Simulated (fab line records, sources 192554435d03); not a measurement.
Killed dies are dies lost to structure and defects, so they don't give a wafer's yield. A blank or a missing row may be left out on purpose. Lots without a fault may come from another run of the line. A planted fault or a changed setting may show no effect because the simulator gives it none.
fab line records | flow n5_finfet | part 2 of 2: steps 5 to 6 of 6
record lots=18 wafers=54 last_day=17
route steps=1938 shown BEOL_M0_SAQP@677 BEOL_M0_CUTY@712 BEOL_M0@717
lots that met no fault: from a run of the same line without faults
start_h: hours from the record's first day to the start of the lot's first wafer shown | wait_h: hours since the lot's step before | " the same as in the row above | L1.1+2: a row that stands for several wafers | - no value, or no start given | * or withheld: withheld | < > ~ a bound
route shown NAME@n: a module of which the file shows steps, and the number in the route of the first | usual: mean/standard deviation of fault-free wafers | same: alike in all rows | chamber/n: place in a boat | sites: the reading at each site | _std_site: their standard deviation | _edge_site: outer sites' mean less inner sites' | radius_mm: how far each site lies from the wafer's centre | mask NAME#n: copy n | behind: the tool/chamber that last shaped the wafer | hold: why the lot was held/for how many hours/how that ended | device: the transistor (n, p or np) that didn't switch | end of line: the same wafers' tests at the end of the route | a step without rows: its recipe alone | killed: dies lost to structure and defects at the first sort, not the wafer's yield | map: a wafer's dies, x killed, . not, _ none there
set.NAME: the setting as run; set.NAME@STEP: as run at that earlier step | model.NAME: the simulator's own value behind a step, which no gauge read
steps of the route over a sample of lots; a table a step, a row a wafer
services: from which hour (start_h, from the record's first day; less than 0 if before it) a tool's chamber was out of use, for how many hours, and why
## steps
# step N5_BEOL_M0_CUTY_ETCH_62
# recipe chemistry=CF4 target=SiARC mask_material=CAR-ArF-block time_s=58.5 ion_energy_ev=80 pressure_mtorr=40 source_w=545 bias_w=36 Ar_flow_sccm=100 cf4_flow_sccm=100 ends=cleared
# usual drypump_motor_current_A=5.6/0.5 etch_rf_on_time_s=58.0/0.76 mfc_ar_sccm=100.0/0.3 oes_product_au=0.71/0.075 rf_vpp_V=184.5/0.99 showerhead_plenum_p_Torr=2.18/0.061 throttle_valve_pct=15.52/0.22
# columns lot.wafer tool chamber start_h wait_h drypump_motor_current_A etch_rf_on_time_s mfc_ar_sccm oes_product_au rf_hours_counter_h rf_vpp_V showerhead_plenum_p_Torr throttle_valve_pct
L074.4 rie_diel-04 0 118.30 0.0 5.8 59.5 100.1 0.58 242 184.9 2.11 15.87
L074.5 " 1 " " 6.7 58.4 99.6 0.65 - 185.1 2.23 15.84
L074.6 " 2 " " 5.7 57.2 99.7 0.70 - 184.1 2.16 15.63
L075.2 rie_diel-04 0 118.74 0.0 5.8 59.4 100.0 0.58 242 184.2 2.11 15.88
L075.3 " 1 " " 6.6 59.1 100.0 0.64 146 184.1 2.23 15.86
L075.5 " 2 " " 5.7 56.9 100.1 0.70 - 184.1 2.16 15.64
L076.2 rie_diel-04 2 125.22 0.0 5.7 57.1 100.0 0.70 92 185.6 2.16 15.64
L076.4 " 3 " " 5.4 57.1 100.2 0.77 33 184.9 2.27 15.34
L076.5 " 0 " " 5.8 59.1 99.6 0.59 - 182.8 2.11 15.89
L077.1 rie_diel-04 0 138.26 0.0 5.8 59.3 99.5 0.58 249 182.9 2.11 15.88
L077.2 " 3 " " 5.4 57.2 100.1 0.76 37 185.1 2.27 15.36
L077.6 " 3 " " 5.4 57.6 99.8 0.76 - 185.1 2.27 15.36
L078.1 rie_diel-03 3 138.99 0.0 4.9 57.6 99.2 0.63 177 183.4 2.13 15.71
L078.3 " 2 " " 5.4 58.4 100.0 0.60 239 183.7 2.11 15.73
L078.6 " 1 " " 5.7 57.8 99.7 0.83 - 185.8 2.20 15.26
L080.1 rie_diel-03 3 164.12 0.0 4.9 56.8 99.9 0.64 186 185.6 2.13 15.75
L080.5 " 1 " " 5.7 57.0 99.9 0.80 - 186.1 2.20 15.30
L080.6 " 0 " " 6.0 57.8 100.1 0.75 - 185.8 2.25 15.46
L081.3 rie_diel-02 1 164.53 0.0 4.9 58.5 99.9 0.70 82 184.0 2.16 15.39
L081.5 " 0 " " 6.2 58.0 100.0 0.83 - 186.0 2.28 15.30
L081.6 " 3 " " 4.7 59.0 100.5 0.63 - 185.2 2.13 15.69
L083.3 rie_diel-03 0 169.25 0.0 6.0 57.4 100.0 0.74 66 184.9 2.25 15.44
L083.4 " 3 " " 4.9 56.7 99.9 0.64 188 183.6 2.13 15.75
L083.5 " 3 " " 4.9 57.1 99.9 0.63 - 184.2 2.13 15.77
L082.1 rie_diel-03 0 169.68 0.0 6.0 57.6 99.2 0.74 66 187.1 2.25 15.45
L082.4 " 2 " " 5.4 58.4 99.8 0.59 250 183.7 2.11 15.73
L082.5 " 1 " " 5.7 57.7 99.9 0.80 - 185.5 2.19 15.30
L085.3 rie_diel-03 0 183.42 0.0 6.0 57.3 99.8 0.73 72 184.6 2.25 15.48
L085.4 " 1 " " 5.7 58.3 100.3 0.78 21 184.8 2.19 15.29
L085.5 " 3 " " 4.9 57.1 99.9 0.63 - 183.2 2.13 15.78
L087.1 rie_diel-03 1 194.22 0.0 5.7 58.3 99.9 0.78 25 184.1 2.19 15.31
L087.2 " 0 " " 6.0 57.6 99.7 0.73 75 185.0 2.25 15.48
L087.3 " 3 " " 4.9 57.4 100.1 0.62 198 183.7 2.12 15.76
L088.1 rie_diel-03 2 203.65 0.0 5.4 56.9 99.9 0.82 7 184.0 2.10 15.22
L088.2 " 1 " " 5.7 57.5 100.0 0.76 29 185.6 2.19 15.30
L088.6 " 2 " " 5.4 57.0 100.5 0.81 - 184.6 2.10 15.24
L091.1 rie_diel-02 1 214.21 0.0 4.9 58.8 100.1 0.68 99 183.9 2.15 15.44
L091.2 " 2 " " 5.5 58.8 100.0 0.76 31 184.0 2.10 15.33
L091.3 " 0 " " 6.2 58.7 100.1 0.79 21 186.3 2.27 15.34
L092.2 rie_diel-04 3 222.88 0.0 5.4 57.8 100.2 0.71 74 184.7 2.25 15.43
L092.4 " 1 " " 6.6 58.9 100.3 0.62 190 185.9 2.21 15.94
L092.6 " 3 " " 5.4 57.6 100.2 0.71 - 185.3 2.26 15.42
L093.2 rie_diel-03 1 225.69 0.0 5.7 57.7 100.3 0.75 39 184.2 2.19 15.33
L093.3 " 0 " " 6.0 57.7 99.5 0.72 87 184.4 2.24 15.48
L093.4 " 2 " " 5.4 56.8 100.1 0.79 - 184.2 2.10 15.26
L095.1 rie_diel-02 0 246.79 0.0 6.2 58.5 99.8 0.76 32 186.1 2.27 15.35
L095.4 " 2 " " 5.5 59.2 99.8 0.74 37 185.9 2.10 15.34
L095.5 " 1 " " 4.9 58.5 99.7 0.68 - 185.0 2.15 15.44
L096.1 rie_diel-03 0 247.98 0.0 6.0 58.4 100.1 0.70 95 183.1 2.24 15.51
L096.2 " 3 " " 4.9 57.4 99.9 0.62 206 184.4 2.12 15.79
L096.5 " 3 " " 4.9 56.8 99.7 0.62 - 184.0 2.12 15.79
L097.2 rie_diel-04 3 257.76 0.0 5.4 57.3 100.1 0.70 85 184.0 2.25 15.46
L097.3 " 1 " " 6.6 58.8 100.4 0.62 202 185.2 2.21 15.96
L097.4 " 1 " " 6.6 59.2 100.0 0.61 - 184.6 2.21 15.96
# step N5_BEOL_M0_STRIP_140
# recipe chemistry=CF4 resist=SiARC power_w=300 bias_power_w=75 pressure_mtorr=50 cf4_flow_sccm=150 rf_frequency_hz=6e+07
# usual bias_power_w=74.99/0.22 drypump_motor_current_A=5.6/0.55 oes_product_au=0.81/0.084 power_w=300.0/0.94 rf_vpp_V=271.7/1.6 showerhead_plenum_p_Torr=1.82/0.054 throttle_valve_pct=13.51/0.24
# columns lot.wafer tool chamber start_h wait_h bias_power_w drypump_motor_current_A oes_product_au power_w rf_hours_counter_h rf_vpp_V showerhead_plenum_p_Torr throttle_valve_pct
L074.4 rie_diel-02 1 120.66 0.1 75.12 4.9 0.82 300.8 - 273.3 1.82 13.32
L074.5 " 0 " " 75.20 6.2 0.66 301.2 - 270.5 1.70 13.83
L074.6 " 3 " " 74.48 4.7 0.74 299.9 - 271.2 1.78 13.63
L075.2 rie_diel-02 0 120.71 0.1 75.19 6.2 0.67 297.7 255 271.3 1.70 13.83
L075.3 " 1 " " 74.73 4.9 0.84 298.7 64 272.6 1.82 13.35
L075.5 " 0 " " 75.53 6.2 0.67 298.6 - 269.0 1.70 13.84
L076.2 rie_diel-02 1 125.80 0.1 75.34 4.9 0.83 300.9 67 271.7 1.82 13.35
L076.4 " 3 " " 75.30 4.7 0.75 299.3 - 270.3 1.78 13.62
L076.5 " 0 " " 74.80 6.2 0.65 299.3 - 268.0 1.70 13.83
L077.1 rie_diel-04 2 139.04 0.1 75.24 5.7 0.79 298.7 97 270.9 1.81 13.61
L077.2 " 0 " " 75.29 5.8 0.68 300.6 249 269.7 1.77 13.92
L077.6 " 3 " " 74.82 5.4 0.87 300.7 - 272.5 1.90 13.31
L078.1 rie_diel-04 0 140.37 0.3 75.11 5.8 0.67 297.6 250 269.6 1.77 13.90
L078.3 " 1 " " 75.38 6.6 0.75 299.9 154 274.0 1.86 13.84
L078.6 " 3 " " 75.01 5.4 0.88 301.3 - 271.7 1.90 13.32
L081.3 rie_diel-03 2 165.51 0.1 74.90 5.4 0.69 299.2 248 268.0 1.77 13.75
L081.5 " 2 " " 74.91 5.4 0.68 300.8 - 270.7 1.77 13.76
L081.6 " 3 " " 74.70 4.9 0.73 298.4 - 271.8 1.79 13.76
L080.1 rie_diel-02 3 165.68 0.3 74.91 4.7 0.73 300.4 192 271.7 1.78 13.62
L080.5 " 0 " " 75.17 6.2 0.97 300.4 - 273.9 1.91 13.24
L080.6 " 1 " " 75.03 4.9 0.81 300.9 - 272.2 1.81 13.36
L083.3 rie_diel-04 2 169.69 0.1 74.73 5.7 0.78 299.9 105 271.0 1.81 13.65
L083.4 " 2 " " 74.75 5.7 0.78 300.1 - 270.5 1.81 13.65
L083.5 " 3 " " 75.12 5.4 0.85 300.9 - 273.5 1.90 13.34
L082.1 rie_diel-04 1 170.16 0.2 75.20 6.6 0.73 300.5 168 270.6 1.86 13.85
L082.4 " 2 " " 74.73 5.7 0.78 299.2 - 269.7 1.81 13.65
L082.5 " 3 " " 75.10 5.4 0.84 301.8 - 273.7 1.90 13.36
L085.3 rie_diel-03 1 185.06 0.2 74.71 5.7 0.89 298.8 22 271.7 1.83 13.24
L085.4 " 0 " " 75.29 6.0 0.85 298.7 72 271.4 1.88 13.42
L085.5 " 3 " " 74.98 4.9 0.71 300.4 - 270.7 1.79 13.76
L087.1 rie_diel-03 2 194.96 0.4 75.01 5.4 0.94 298.2 4 269.6 1.77 13.21
L087.2 " 1 " " 75.03 5.7 0.88 300.7 26 273.8 1.83 13.25
L087.3 " 0 " " 75.04 6.0 0.83 299.8 76 272.2 1.88 13.42
L088.1 rie_diel-03 2 206.40 0.1 74.96 5.4 0.94 300.5 8 271.3 1.77 13.21
L088.2 " 0 " " 75.24 5.9 0.83 300.3 77 272.8 1.88 13.46
L088.6 " 2 " " 74.72 5.4 0.93 301.0 - 272.2 1.77 13.20
L091.1 rie_diel-04 3 214.84 0.3 75.13 5.4 0.82 299.5 71 273.0 1.89 13.39
L091.2 " 2 " " 74.97 5.7 0.77 300.9 121 272.0 1.80 13.69
L091.3 " 0 " " 75.16 5.8 0.93 300.2 13 269.4 1.77 13.38
L093.2 rie_diel-02 1 228.13 0.2 75.29 4.9 0.79 300.7 102 271.0 1.81 13.41
L093.3 " 0 " " 75.04 6.2 0.90 301.1 24 274.1 1.90 13.29
L093.4 " 0 " " 75.09 6.2 0.91 301.3 - 271.9 1.90 13.30
L092.2 rie_diel-04 2 228.32 0.1 74.99 5.7 0.77 301.7 126 271.2 1.80 13.70
L092.4 " 0 " " 74.99 5.8 0.91 300.0 18 273.9 1.77 13.42
L092.6 " 0 " " 74.76 5.8 0.91 300.4 - 271.0 1.77 13.42
L095.1 rie_diel-04 0 247.80 0.1 75.17 5.8 0.90 299.4 24 270.3 1.76 13.42
L095.4 " 3 " " 75.01 5.4 0.81 301.1 81 273.1 1.89 13.41
L095.5 " 1 " " 75.13 6.6 0.71 300.0 - 271.6 1.85 13.95
L096.1 rie_diel-04 0 249.27 0.3 75.04 5.8 0.89 300.0 25 270.6 1.76 13.41
L096.2 " 2 " " 74.79 5.7 0.76 298.6 132 270.9 1.80 13.72
L096.5 " 2 " " 74.62 5.7 0.76 298.7 - 269.8 1.80 13.70
L097.2 rie_diel-02 3 259.81 0.1 74.89 4.7 0.72 299.8 226 269.8 1.77 13.73
L097.3 " 1 " " 74.45 4.9 0.78 299.6 114 268.2 1.80 13.43
L097.4 " 0 " " 75.02 6.2 0.88 301.1 36 270.8 1.90 13.32
## services
# columns tool chamber start_h hours kind
rie_diel-01 2 95.96 3.7 repair
rie_si-06 - 100.45 1.3 repair
rie_diel-06 3 111.06 - clean
rie_diel-03 3 130.40 1.7 repair
rie_diel-04 0 148.40 7.8 repair
rie_si-06 - 154.24 14.6 pm
rie_diel-04 2 154.57 4.1 repair
rie_diel-05 2 154.96 3.7 repair
rie_diel-01 3 156.15 22.7 repair
rie_diel-06 2 158.83 4.2 repair
rie_diel-04 2 159.80 4.9 repair
rie_diel-04 2 190.24 6.7 repair
rie_si-04 - 193.64 2.8 pm
rie_diel-03 3 197.34 29.9 repair
rie_diel-03 2 197.76 2.9 repair
rie_diel-03 0 199.70 6.3 repair
rie_diel-06 1 212.61 5.3 repair
rie_diel-02 - 215.16 4.3 pm
rie_si-06 2 218.07 8.7 repair
rie_si-04 - 220.58 1.6 repair
rie_diel-02 2 225.53 14.6 repair
rie_si-04 1 232.61 4.6 repair
rie_diel-05 2 235.25 4.6 repair
rie_si-02 1 237.09 2.7 repair
